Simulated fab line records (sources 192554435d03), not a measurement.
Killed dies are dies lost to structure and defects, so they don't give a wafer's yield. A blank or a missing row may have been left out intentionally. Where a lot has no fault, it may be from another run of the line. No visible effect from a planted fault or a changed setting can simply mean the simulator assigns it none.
Split-lot trial ; flow n5Finfet ; route with 1938 steps; 7 lots, 21 wafers read

SPLIT DETAILS
At N5_SD_EPI_P_COAT_35 (time 60 s, resist thk 35 nm), the setting spinRpm was moved away from the recipe's 1500 rpm on 9 of the 21 wafers read, by -5.7% to +9.6%. The other wafers ran this setting at the recipe's value.

FROM THE SPLIT TO THE READING: what the file shows between them, 8 steps
- N5_SD_EPI_P_COAT_03: resist thk 150 nm
- N5_SD_EPI_P_EBR_05
- N5_SD_EPI_P_DESCUM_14: chemistry O2, time 7.9 s
- N5_SD_EPI_P_ETCH_36: etches SiARC in CF4, target depth 45.5 nm, time 75.8 s
- N5_SD_EPI_P_ETCH_37: etches SOC in N2/H2, overetch 108 nm, time 486 s
- N5_SD_EPI_P_STRIP_38: strips in N2/H2
- N5_SD_EPI_P_ETCHBACK_46: etches SiNx in CH3F/O2, stops on SiO2, target depth 17.5 nm
- N5_SD_EPI_P_ETCH_47: etches SiOCN in CH3F/O2, target depth 25 nm

THE READING
SiARC_of_SD_EPI_P_COAT_35.thkNm (the simulator's own value, which no gauge read), in nm, at N5_SD_EPI_P_ETCH_16 (etches SiO2 in CHF3/O2, target depth 5 nm). No usual value for it is given in the file. The 12 wafers here that ran the recipe average 11.8 nm, standard deviation 0.49 nm.

wafer;tool, chamber at the split;spinRpm as run, rpm;against the recipe;SiARC_of_SD_EPI_P_COAT_35.thkNm, nm;against lot-mates on the recipe
L076.3;lithoTrack-03, 0;1644;+9.6%;9.8;no lot-mate on the recipe
L076.4;lithoTrack-03, 0;1644;+9.6%;10.2;no lot-mate on the recipe
L076.6;lithoTrack-03, 0;1644;+9.6%;10;no lot-mate on the recipe
L090.1;lithoTrack-04, 0;1593;+6.2%;10.6;-1.2
L090.2;lithoTrack-04, 0;1500;recipe;11.8;-
L090.3;lithoTrack-04, 0;1593;+6.2%;10.8;-1.0
L091.1;lithoTrack-05, 0;1500;recipe;11.2;-
L091.3;lithoTrack-05, 0;1500;recipe;11.6;-
L091.6;lithoTrack-05, 0;1500;recipe;11.6;-
L092.1;lithoTrack-04, 0;1500;recipe;11.8;-
L092.5;lithoTrack-04, 0;1500;recipe;11.8;-
L092.6;lithoTrack-04, 0;1500;recipe;11.4;-
L094.2;lithoTrack-03, 0;1500;recipe;12.2;-
L094.3;lithoTrack-03, 0;1500;recipe;11.8;-
L094.6;lithoTrack-03, 0;1604;+6.9%;10;-2.0
L095.4;lithoTrack-04, 0;1500;recipe;11.4;-
L095.5;lithoTrack-04, 0;1500;recipe;11.6;-
L095.6;lithoTrack-04, 0;1414;-5.7%;12.6;+1.1
L096.1;lithoTrack-05, 0;1620;+8.0%;10.6;-2.6
L096.3;lithoTrack-05, 0;1500;recipe;13.2;-
L096.4;lithoTrack-05, 0;1620;+8.0%;10.8;-2.4

THE FIT
A straight line over all 21 wafers: SiARC_of_SD_EPI_P_COAT_35.thkNm changes by -0.174 nm for each +1% of spinRpm; r = -0.88; the points scatter about the line by 0.44 nm.
The same after taking each lot's own level away (the mean of its wafers on the recipe; 18 wafers): -0.255 nm for each +1%; r = -0.96; scatter 0.3 nm.
According to that fit, moving spinRpm by its largest amount changes the reading by 2.4 nm.
From 11.47 to 13.20 nm: that is the span of the lots' own levels, equal to 3.5 times the standard deviation above.
Thus the slope moves with the lot-to-lot level: the two fits are different.
Check: -1.92 nm against its lot-mates is what the line predicts for one of the wafers moved furthest among these (+8.0%) when that wafer is left out of the fit. It came out at -2.6 nm against them.

THE WHOLE CHAIN: every reading that the file lists as answering this split, in the file's order
step;what it does;reading;change (the file's fit);r (the file's)
N5_SD_EPI_P_COAT_35;time 60 s, resist thk 35 nm;SiARC_of_SD_EPI_P_COAT_35.thkNm (the simulator's own value, which no gauge read);-0.171 nm for each +1% of the setting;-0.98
N5_SD_EPI_P_ETCH_36;etches SiARC in CF4, target depth 45.5 nm, time 75.8 s;etchRfOnTimeS;withheld for each +1% of the setting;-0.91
N5_SD_EPI_P_ETCH_36;etches SiARC in CF4, target depth 45.5 nm, time 75.8 s;etch.depthNm (the simulator's own value, which no gauge read);-0.17 nm for each +1% of the setting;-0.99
N5_SD_EPI_P_ETCH_37;etches SOC in N2/H2, overetch 108 nm, time 486 s;SiARC_of_SD_EPI_P_COAT_35.thkNm (the simulator's own value, which no gauge read);-0.234 nm for each +1% of the setting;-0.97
N5_SD_EPI_P_ETCHBACK_46;etches SiNx in CH3F/O2, stops on SiO2, target depth 17.5 nm;SiARC_of_SD_EPI_P_COAT_35.thkNm (the simulator's own value, which no gauge read);-0.239 nm for each +1% of the setting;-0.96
N5_SD_EPI_P_ETCH_16;etches SiO2 in CHF3/O2, target depth 5 nm;SiARC_of_SD_EPI_P_COAT_35.thkNm (the simulator's own value, which no gauge read);-0.256 nm for each +1% of the setting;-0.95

THE FILE'S OWN FIT
SiARC_of_SD_EPI_P_COAT_35.thkNm changes by -0.256 nm for each +1% of spinRpm, r = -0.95.
